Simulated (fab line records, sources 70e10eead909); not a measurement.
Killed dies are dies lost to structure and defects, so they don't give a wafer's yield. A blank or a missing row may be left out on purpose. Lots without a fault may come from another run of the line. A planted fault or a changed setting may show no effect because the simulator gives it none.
Which tool did it? | flow nand_harc | 11 lots, 33 wafers sampled, at 6 steps of a route of 1302

WHAT THE GAUGES READ, wafer by wafer
NHARC_P_ZERO_WELL_CD_MEAS_24: target cd 720 nm. Usual: cd_nm 721.7 nm, standard deviation 2.
lot  | measured     | on        | cd_nm (nm)                          | flag
L327 | day 4 10:49  | cd_sem-01 | 647.2 645.7 645.4 647.2 645.8 645.5 | OFF
L328 | day 4 20:47  | cd_sem-02 | 722.5 724.1 722.2                   |
L331 | day 6 02:36  | cd_sem-01 | 722.5 720.6 723.2                   |
L334 | day 7 09:17  | cd_sem-03 | 722.0 720.2 718.2                   |
L335 | day 7 18:29  | cd_sem-02 | 723.7 722.1 722.2                   |
L336 | day 8 04:35  | cd_sem-02 | 721.4 722.4 721.5                   |
L337 | day 8 14:27  | cd_sem-02 | 720.6 720.9 720.2                   |
L338 | day 9 00:36  | cd_sem-01 | 719.6 720.8 722.4                   |
L341 | day 10 06:37 | cd_sem-03 | 720.8 722.5 721.1                   |
L342 | day 10 16:28 | cd_sem-01 | 718.5 721.2 718.1                   |
L343 | day 11 02:19 | cd_sem-02 | 721.7 725.5 722.7                   |

NHARC_P_STI_INSPECT_11. Usual: raw_defect_count 6.2, standard deviation 3.
lot  | measured     | on                | raw_defect_count | flag
L327 | day 5 09:09  | defect_inspect-02 | 5 9 5            |
L328 | day 5 17:46  | defect_inspect-01 | 4 4 4            |
L331 | day 7 04:09  | defect_inspect-02 | 6 5 3            |
L334 | day 8 08:39  | defect_inspect-02 | 3 6 6            |
L335 | day 8 15:19  | defect_inspect-01 | 9 8 4            |
L336 | day 9 03:46  | defect_inspect-02 | 4 6 3            |
L337 | day 9 10:44  | defect_inspect-02 | 3 4 7            |
L338 | day 9 22:14  | defect_inspect-02 | 3 4 7            |
L341 | day 11 05:31 | defect_inspect-02 | 6 4 2            |
L342 | day 11 15:12 | defect_inspect-02 | 7 11 6           |
L343 | day 11 23:44 | defect_inspect-01 | 4 6 6            |

NHARC_END_SORT_01. Usual: killed_at_array 56, standard deviation 17; killed_at_other 0.9, standard deviation 1.2; killed_at_periphery 3.9, standard deviation 2.5; killed_dies 61, standard deviation 17; killed_open 3.2, standard deviation 1.8; killed_short 2.7, standard deviation 1.7.
lot  | measured     | on        | killed_at_array | killed_at_other | killed_at_periphery | killed_dies | killed_open | killed_short | flag
L327 | day 27 08:07 | prober-02 | 51 46 51        | 0 1 0           | 18 14 12            | 69 61 63    | 3 2 2       | 4 0 2        | OFF

WHICH TOOL RAN EACH LOT (tool, then ch and the chambers of the sampled wafers, then the start)
lot  | NHARC_P_ZERO_WELL_DESCUM_13        | NHARC_P_ZERO_WELL_EXPOSE_21       | NHARC_P_ZERO_WELL_DESCUM_26
L327 | rie_diel-10 ch 1,2,3, day 4 09:23  | krf_scanner-02 ch 0, day 4 10:39  | rie_diel-10 ch 1,2, day 4 12:34
L328 | rie_diel-05 ch 0,1, day 4 19:31    | krf_scanner-04 ch 0, day 4 20:37  | rie_diel-05 ch 1,2, day 4 20:56
L331 | rie_diel-11 ch 2,3, day 6 01:24    | krf_scanner-02 ch 0, day 6 02:26  | rie_diel-11 ch 0,1, day 6 02:46
L334 | rie_diel-11 ch 0,2,3, day 7 07:59  | krf_scanner-03 ch 0, day 7 09:08  | rie_diel-05 ch 1,3, day 7 09:28
L335 | rie_diel-05 ch 1,2,3, day 7 17:19  | krf_scanner-04 ch 0, day 7 18:20  | rie_diel-10 ch 1,2, day 7 18:38
L336 | rie_diel-11 ch 0,1,2, day 8 03:24  | krf_scanner-02 ch 0, day 8 04:25  | rie_diel-11 ch 0,1,3, day 8 04:46
L337 | rie_diel-11 ch 0,3, day 8 13:20    | krf_scanner-02 ch 0, day 8 14:18  | rie_diel-11 ch 0,3, day 8 14:49
L338 | rie_diel-11 ch 0,2,3, day 8 23:25  | krf_scanner-04 ch 0, day 9 00:27  | rie_diel-05 ch 0,3, day 9 00:46
L341 | rie_diel-10 ch 0,1,2, day 10 05:24 | krf_scanner-02 ch 0, day 10 06:28 | rie_diel-05 ch 0,1,2, day 10 06:47
L342 | rie_diel-10 ch 0,2,3, day 10 15:17 | krf_scanner-03 ch 0, day 10 16:18 | rie_diel-11 ch 0,2,3, day 10 16:37
L343 | rie_diel-11 ch 1,2,3, day 11 01:16 | krf_scanner-03 ch 0, day 11 02:10 | rie_diel-05 ch 0,1,3, day 11 02:29
- NHARC_P_ZERO_WELL_DESCUM_13: chemistry O2, time 3 s.
- NHARC_P_ZERO_WELL_EXPOSE_21: exposes mask P NWELL, target cd 720 nm.
- NHARC_P_ZERO_WELL_DESCUM_26: chemistry O2, time 3 s.

WHAT THE TOOLS THEMSELVES READ (means of the sampled wafers that have a number; where no wafer has one, the mark that the record gives instead)
NHARC_P_ZERO_WELL_DESCUM_13. Usual: chamber_pressure_mTorr 60.00 mTorr, standard deviation 0.059; drypump_motor_current_A 5.9 A, standard deviation 0.35; mfc_ar_sccm 0.007 sccm, standard deviation 0.012; oes_product_au 1.003 a.u., standard deviation 0.013; rf_vpp_V 57.8 V, standard deviation 0.87; showerhead_plenum_p_Torr 1.91 Torr, standard deviation 0.11; throttle_valve_pct 11.311 %, standard deviation 0.009.
lot  | tool        | chamber_pressure_mTorr (mTorr) | drypump_motor_current_A (A) | mfc_ar_sccm (sccm) | oes_product_au (a.u.) | rf_vpp_V (V) | showerhead_plenum_p_Torr (Torr) | throttle_valve_pct (%) | flag
L327 | rie_diel-10 | 60.01                          | 5.6                         | 0.008              | 0.990                 | 57.3         | 1.90                            | 11.310                 |
L328 | rie_diel-05 | 59.99                          | 6.5                         | 0.000              | 1.003                 | 58.2         | 1.94                            | 11.307                 |
L331 | rie_diel-11 | 60.02                          | 6.0                         | 0.000              | 0.998                 | 58.4         | 1.98                            | 11.313                 |
L334 | rie_diel-11 | 60.03                          | 5.9                         | 0.003              | 1.015                 | 58.1         | 2.01                            | 11.308                 |
L335 | rie_diel-05 | 60.08                          | 6.1                         | 0.015              | 1.013                 | 58.1         | 1.90                            | 11.312                 |
L336 | rie_diel-11 | 59.93                          | 5.7                         | 0.006              | 0.996                 | 58.6         | 1.96                            | 11.309                 |
L337 | rie_diel-11 | 59.92                          | 5.7                         | 0.007              | 1.009                 | 58.5         | 1.99                            | 11.313                 |
L338 | rie_diel-11 | 59.97                          | 5.9                         | 0.003              | 0.999                 | 58.8         | 2.01                            | 11.310                 |
L341 | rie_diel-10 | 60.02                          | 5.5                         | 0.008              | 1.014                 | 57.8         | 1.93                            | 11.305                 |
L342 | rie_diel-10 | 59.97                          | 5.7                         | 0.008              | 1.002                 | 57.8         | 1.87                            | 11.306                 |
L343 | rie_diel-11 | 60.04                          | 5.9                         | 0.002              | 1.006                 | 57.6         | 1.92                            | 11.314                 |

NHARC_P_ZERO_WELL_EXPOSE_21. Usual: focus_offset_nm -0.1 nm, standard deviation 0.58.
lot  | tool           | focus_offset_nm (nm) | flag
L327 | krf_scanner-02 | -0.1                 |
L328 | krf_scanner-04 | 0.1                  |
L331 | krf_scanner-02 | 0.2                  |
L334 | krf_scanner-03 | -0.4                 |
L335 | krf_scanner-04 | 0.5                  |
L336 | krf_scanner-02 | -0.5                 |
L337 | krf_scanner-02 | 0.4                  |
L338 | krf_scanner-04 | -1.0                 |
L341 | krf_scanner-02 | 0.1                  |
L342 | krf_scanner-03 | 0.4                  |
L343 | krf_scanner-03 | -0.6                 |

NHARC_P_ZERO_WELL_DESCUM_26. Usual: chamber_pressure_mTorr 60.00 mTorr, standard deviation 0.054; drypump_motor_current_A 5.9 A, standard deviation 0.36; mfc_ar_sccm 0.008 sccm, standard deviation 0.015; oes_product_au 1.005 a.u., standard deviation 0.012; rf_vpp_V 57.8 V, standard deviation 0.91; showerhead_plenum_p_Torr 1.91 Torr, standard deviation 0.095; throttle_valve_pct 11.310 %, standard deviation 0.0087.
lot  | tool        | chamber_pressure_mTorr (mTorr) | drypump_motor_current_A (A) | mfc_ar_sccm (sccm) | oes_product_au (a.u.) | rf_vpp_V (V) | showerhead_plenum_p_Torr (Torr) | throttle_valve_pct (%) | flag
L327 | rie_diel-10 | 60.03                          | 5.3                         | 0.008              | 1.007                 | 57.3         | 1.96                            | 11.307                 |
L328 | rie_diel-05 | 59.99                          | 6.1                         | 0.029              | 1.000                 | 57.2         | 1.91                            | 11.308                 |
L331 | rie_diel-11 | 60.00                          | 5.6                         | 0.009              | 1.004                 | 57.6         | 1.95                            | 11.316                 |
L334 | rie_diel-05 | 60.04                          | 6.0                         | 0.000              | 1.005                 | 58.5         | 1.98                            | 11.306                 |
L335 | rie_diel-10 | 60.01                          | 5.5                         | 0.015              | 1.004                 | 58.1         | 1.94                            | 11.314                 |
L336 | rie_diel-11 | 60.00                          | 5.7                         | 0.006              | 1.011                 | 58.5         | 1.91                            | 11.310                 |
L337 | rie_diel-11 | 59.93                          | 5.9                         | 0.003              | 0.999                 | 58.3         | 1.96                            | 11.302                 |
L338 | rie_diel-05 | 59.98                          | 6.1                         | 0.000              | 1.018                 | 57.3         | 1.83                            | 11.301                 |
L341 | rie_diel-05 | 60.03                          | 6.3                         | 0.015              | 1.008                 | 58.1         | 1.92                            | 11.311                 |
L342 | rie_diel-11 | 60.00                          | 5.9                         | 0.003              | 1.007                 | 59.3         | 2.00                            | 11.317                 |
L343 | rie_diel-05 | 59.93                          | 6.2                         | 0.000              | 1.009                 | 57.1         | 1.91                            | 11.307                 |

THE ANSWER, worked out from the rows above alone
Rule: a lot is off if the mean of its wafers that have a number lies more than 3 standard deviations from the usual mean. A lot without any number at a reading at which 4 lots or more have one is off too. The other lots that the step has rows for count as sound. The gauges are gone through in route order, then the tools' own readings, and for those a lot's mean is taken as printed above. The first step at which some lot is off is used, and at that step the reading that is off furthest; a lot without a number counts as furthest.
Off: L327, at NHARC_P_ZERO_WELL_CD_MEAS_24 (cd_nm).
A tool fits if, at a process step before that reading, it ran every lot that is off, and no sound lot after the first of them. The gauges at NHARC_P_ZERO_WELL_CD_MEAS_24 aren't tried: what is off there is off at NHARC_END_SORT_01 too, on other tools, and a gauge's error can't cause that. None of those tried fits.

WHAT THE SIMULATOR HAD PUT IN
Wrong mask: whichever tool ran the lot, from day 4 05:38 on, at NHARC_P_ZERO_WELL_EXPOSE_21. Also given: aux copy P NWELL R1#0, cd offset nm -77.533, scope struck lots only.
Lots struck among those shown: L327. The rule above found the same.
